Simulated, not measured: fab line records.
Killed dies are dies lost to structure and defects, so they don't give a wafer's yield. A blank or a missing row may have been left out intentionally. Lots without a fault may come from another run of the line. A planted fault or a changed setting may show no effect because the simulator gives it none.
Problem report in the 8D (eight disciplines) form, filled by code :: flow n5 finfet :: the parts of the form that need people (team, actions taken, sign-off) are left out

== 1. THE ISSUE ==
Mean of killed_at_M4_up at N5_PASSIVATION_PROBE_49: 103 across 6 wafers in 2 lots; on wafers with no fault it is 13 (standard deviation 5.6). Measured from the usual mean, that is +16 standard deviations.
First observed at day 17 06:17: wafer L983.3, on prober-02. Wafers with a number at this step in the record: 9, from 3 lots. The rule behind "out" and "out of limits": a value lying over 4 standard deviations away from the usual mean. Any other wafer with a number is counted as sound.

== 2. WHAT IT IS, WHAT IT ISN'T ==
question: which readings at this step
is: killed_at_M4_up, sort_bin_5_function
is not: killed_at_M0_to_M3, killed at contacts, killed at front end, killed at other, killed open, killed short, sort_bin_4_leakage, sort_bin_6_memory, sort_bin_8_speed

question: which lots
is: L983, L984
is not: L975

question: which wafers of those lots
is: all that have a number
is not: -

question: read on which tools
is: prober-02
is not: -

question: when
is: from day 17 06:17
is not: up to then (3 sound wafers)

== 3. WHAT RULES OUT EACH SUSPECT ==
Counting: a tool at a process step up to the reading stays a suspect if it ran every lot that is out and no sound lot after the first of them.
- cvd co-01 at N5_BEOL_M6_CVD_78 (deposits Co from CCTBA/H2, target thk 2 nm, time 142.3 s): kept. It ran every lot that is out, first L983 (day 13 02:27), and no sound lot after that.
- pvd sputter-02 at N5_BEOL_M15_DEGAS_41 (time 60 s): kept. It ran every lot that is out, first L984 (day 16 08:58), and no sound lot after that.
- prober-02 at N5_PASSIVATION_PROBE_49: kept. All lots that are out passed through it, beginning with L983 at day 17 06:17, and no sound lot followed; its final sound lot before that point was L975 at day 14 12:31. Its own readings are out on those wafers: killed_at_M4_up, sort_bin_5_function.
After the count, these remain: cvd co-01 at N5_BEOL_M6_CVD_78, pvd sputter-02 at N5_BEOL_M15_DEGAS_41 and prober-02 at N5_PASSIVATION_PROBE_49.

== 4. THE CAUSE (what the simulator had put in) ==
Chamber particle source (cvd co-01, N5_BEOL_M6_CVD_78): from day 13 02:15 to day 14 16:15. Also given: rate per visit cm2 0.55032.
Counting leaves 3 suspects; this tool is one of them.

== 5. THE EFFECT CHAIN, in route order ==
Each row: a reading where the mean over the struck wafers with a number is more than 3 standard deviations away from the usual. Scope: only readings with a usual standard deviation given in the record; hours: median across lots of the time from each lot's start at the first step in this table that gives one to its start at this step; sigmas: change in usual standard deviations.
hours: 0
step: N5_PASSIVATION_PROBE_49
reading: defect limited yield
usual: 91.1 %
on struck wafers: 84.2
change: -6.9
sigmas: -4.6

hours: 0
step: N5_PASSIVATION_PROBE_49
reading: killed_at_M4_up
usual: 13
on struck wafers: 103
change: +90
sigmas: +16

hours: 0
step: N5_PASSIVATION_PROBE_49
reading: killed dies
usual: 105
on struck wafers: 186
change: +81
sigmas: +4.5

hours: 0
step: N5_PASSIVATION_PROBE_49
reading: sort_bin_5_function
usual: 5.1 %
on struck wafers: 10.2
change: +5.1
sigmas: +5.5

hours: 0
step: N5_PASSIVATION_PROBE_49
reading: sort n pass
usual: 1075
on struck wafers: 994
change: -81
sigmas: -4.5

hours: 0
step: N5_PASSIVATION_PROBE_49
reading: sort yield pct
usual: 91.1 %
on struck wafers: 84.2
change: -6.9
sigmas: -4.6
Process steps it contains:
- N5_PASSIVATION_PROBE_49

== 6. WHAT WOULD HAVE CAUGHT IT SOONER ==
First out-of-limits reading in this record: day 17 06:17, which is 100 hours after fault onset at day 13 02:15.
All the lots that are out (2) had begun N5_BEOL_M6_CVD_78 on cvd co-01 by day 17 06:17. A hold on the tool at that time would have spared none of them.
